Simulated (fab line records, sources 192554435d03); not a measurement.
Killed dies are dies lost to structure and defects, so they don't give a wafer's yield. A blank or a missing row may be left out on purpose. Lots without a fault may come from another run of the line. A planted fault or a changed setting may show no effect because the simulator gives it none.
Split-lot experiment | flow n5_finfet | 7 lots, 21 wafers read, on a route of 1938 steps

THE SPLIT
At N5_BEOL_M1_ETCH_74 (etches underlayer in N2/H2, target depth 6.5 nm, time 5.2 s), the setting bias_w was moved away from the recipe's 150 W on 3 of the 21 wafers read, by -16.6% to +8.1%. The other wafers ran this setting at the recipe's value.

The reading is taken at the split's own step.

THE READING
rf_vpp_V, in V, at N5_BEOL_M1_ETCH_74 (etches underlayer in N2/H2, target depth 6.5 nm, time 5.2 s). Fault-free wafers of this fab line usually give 523.6 V, standard deviation 2.8 V.

wafer  | tool, chamber at the split | bias_w as run, W | against the recipe | rf_vpp_V, V | against lot-mates on the recipe
L076.1 | rie_diel-01, 3             | 150              | recipe             | 528.0       | -
L076.4 | rie_diel-01, 2             | 150              | recipe             | 526.5       | -
L076.6 | rie_diel-01, 3             | 150              | recipe             | 525.2       | -
L077.2 | rie_diel-04, 1             | 150              | recipe             | 524.7       | -
L077.3 | rie_diel-04, 3             | 150              | recipe             | 522.5       | -
L077.6 | rie_diel-04, 3             | 150              | recipe             | 522.6       | -
L082.1 | rie_diel-05, 0             | 150              | recipe             | 520.2       | -
L082.4 | rie_diel-05, 3             | 150              | recipe             | 521.1       | -
L082.5 | rie_diel-05, 3             | 162.2            | +8.1%              | 545.8       | +25.1
L086.2 | rie_diel-05, 2             | 150              | recipe             | 524.5       | -
L086.3 | rie_diel-05, 3             | 125.1            | -16.6%             | 466.6       | -56.6
L086.6 | rie_diel-05, 0             | 150              | recipe             | 521.9       | -
L093.1 | rie_diel-04, 3             | 150              | recipe             | 522.3       | -
L093.2 | rie_diel-04, 0             | 150              | recipe             | 527.0       | -
L093.6 | rie_diel-04, 0             | 150              | recipe             | 527.3       | -
L094.1 | rie_diel-01, 2             | 150              | recipe             | 523.8       | -
L094.3 | rie_diel-01, 0             | 150              | recipe             | 524.0       | -
L094.6 | rie_diel-01, 2             | 142.5            | -5.0%              | 507.5       | -16.4
L097.2 | rie_diel-05, 0             | 150              | recipe             | 519.4       | -
L097.3 | rie_diel-05, 1             | 150              | recipe             | 517.9       | -
L097.5 | rie_diel-05, 0             | 150              | recipe             | 520.5       | -

THE FIT
A straight line over all 21 wafers: rf_vpp_V changes by +3.27 V for each +1% of bias_w; r = +0.98; the points scatter about the line by 2.9 V.
The same after taking each lot's own level away (the mean of its wafers on the recipe; 21 wafers): +3.34 V for each +1%; r = +1.00; scatter 1.4 V.
On that fit, the largest move of bias_w shifts the reading by 55 V.
The lots' own levels span 519.27 to 526.57 V, that is 2.6 times the standard deviation above.
So the lot-to-lot level changes the slope little: the two slopes agree.
Check: with one of the wafers moved furthest among these (-16.6%) left out of the fit, the line predicts -52.3 V for it against its lot-mates. It came out at -56.6 V against them.
Tool readings at the split's step, against how far the setting was moved: etch_rf_on_time_s r = -0.82; rf_vpp_V r = +0.98.

OTHER SPLITS ON THESE WAFERS
These wafers also went through other splits before the reading. Each is held against what the fit with the lots' levels taken away leaves over:
other split on the same wafers            | wafers away from the commonest value | r with rf_vpp_V (lot level and that fit taken away)
N5_BEOL_M0_SAQP_SPACER1_ALD_98 ald_cycles | 6                                    | +0.26
N5_BEOL_M0_SAQP_ETCH_106 target_depth_a   | 8                                    | +0.22

THE WHOLE CHAIN: every reading that the file lists as answering this split, in the file's order
step               | what it does                                                | reading           | change (the file's fit)              | r (the file's)
N5_BEOL_M1_ETCH_74 | etches underlayer in N2/H2, target depth 6.5 nm, time 5.2 s | etch_rf_on_time_s | withheld for each +1% of the setting | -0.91
N5_BEOL_M1_ETCH_74 | etches underlayer in N2/H2, target depth 6.5 nm, time 5.2 s | rf_vpp_V          | +3.34 V for each +1% of the setting  | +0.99

THE FILE'S OWN FIT
rf_vpp_V changes by +3.34 V for each +1% of bias_w, r = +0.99.
